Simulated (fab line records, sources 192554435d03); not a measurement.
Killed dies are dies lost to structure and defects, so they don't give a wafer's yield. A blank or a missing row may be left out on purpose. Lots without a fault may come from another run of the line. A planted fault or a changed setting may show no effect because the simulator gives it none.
Chamber matching | flow n5_finfet | N5_BEOL_M8_ETCH_66 on rie_diel-03: 4 sister chambers
The step etches SOC in N2/H2, target depth 80 nm, overetch 16 nm, time 120 s. 14 wafers are shown with their chamber, then 7 later ones without.

WAFERS WITH THEIR CHAMBER
wafer  | chamber | drypump_motor_current_A (A) | throttle_valve_pct (%) | rf_vpp_V (V)
L284.2 | 1       | 6.6                         | 18.30                  | 519.1
L284.4 | 2       | 4.8                         | 17.59                  | 522.7
L284.5 | 3       | 6.5                         | 17.44                  | 528.4
L287.2 | 2       | 4.8                         | 17.59                  | 522.3
L287.5 | 2       | 4.8                         | 17.60                  | 521.0
L287.6 | 0       | 5.0                         | 17.91                  | 524.6
L288.3 | 3       | 6.6                         | 17.46                  | 528.7
L288.5 | 3       | 6.6                         | 17.48                  | 528.5
L288.6 | 0       | 5.0                         | 17.92                  | 523.7
L291.2 | 0       | 5.0                         | 17.93                  | 526.2
L291.3 | 1       | 6.6                         | 17.88                  | 526.3
L291.4 | 2       | 4.8                         | 17.60                  | 520.3
L294.1 | 2       | 4.8                         | 17.61                  | 521.3
L294.2 | 0       | 5.0                         | 17.97                  | 524.7

SIGNATURES (means of the wafers above)
reading                 | chamber 0 | chamber 1 | chamber 2 | chamber 3 | scatter within a chamber
drypump_motor_current_A | 5.000     | 6.600     | 4.800     | 6.567     | 0.0258
throttle_valve_pct      | 17.9325   | 18.0900   | 17.5980   | 17.4600   | 0.0956
rf_vpp_V                | 524.800   | 522.700   | 521.520   | 528.533   | 1.82
Rule: a wafer's distance from a chamber is the root of the sum, over the readings, of the square of ((its reading less the chamber's mean) divided by the reading's scatter). The wafer belongs to the nearest chamber; if the next one is less than 2 further off, it can't be placed. The scatter: the root of (the sum of the squares of (reading less its chamber's mean) over the shown wafers, divided by (wafers less chambers)).

WAFERS WITHOUT THEIR CHAMBER
wafer  | drypump_motor_current_A (A) | throttle_valve_pct (%) | rf_vpp_V (V)
L294.3 | 6.6                         | 17.90                  | 528.6
L298.1 | 4.8                         | 17.64                  | 521.7
L298.2 | 6.6                         | 17.90                  | 529.4
L298.5 | 4.8                         | 17.64                  | 522.6
L301.2 | 6.6                         | 17.92                  | 528.8
L301.3 | 6.5                         | 17.53                  | 527.4
L301.6 | 4.8                         | 17.63                  | 521.4

WHICH CHAMBER EACH WENT THROUGH
wafer  | from the rows above     | in truth
L294.3 | can't be placed: 1 or 3 | 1
L298.1 | 2                       | 2
L298.2 | can't be placed: 1 or 3 | 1
L298.5 | 2                       | 2
L301.2 | can't be placed: 1 or 3 | 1
L301.3 | 3                       | 3
L301.6 | 2                       | 2
Placed correctly: 4 of 7. Can't be placed from these rows: 3 (the true chamber is among the candidates in 3). Placed wrongly: 0.
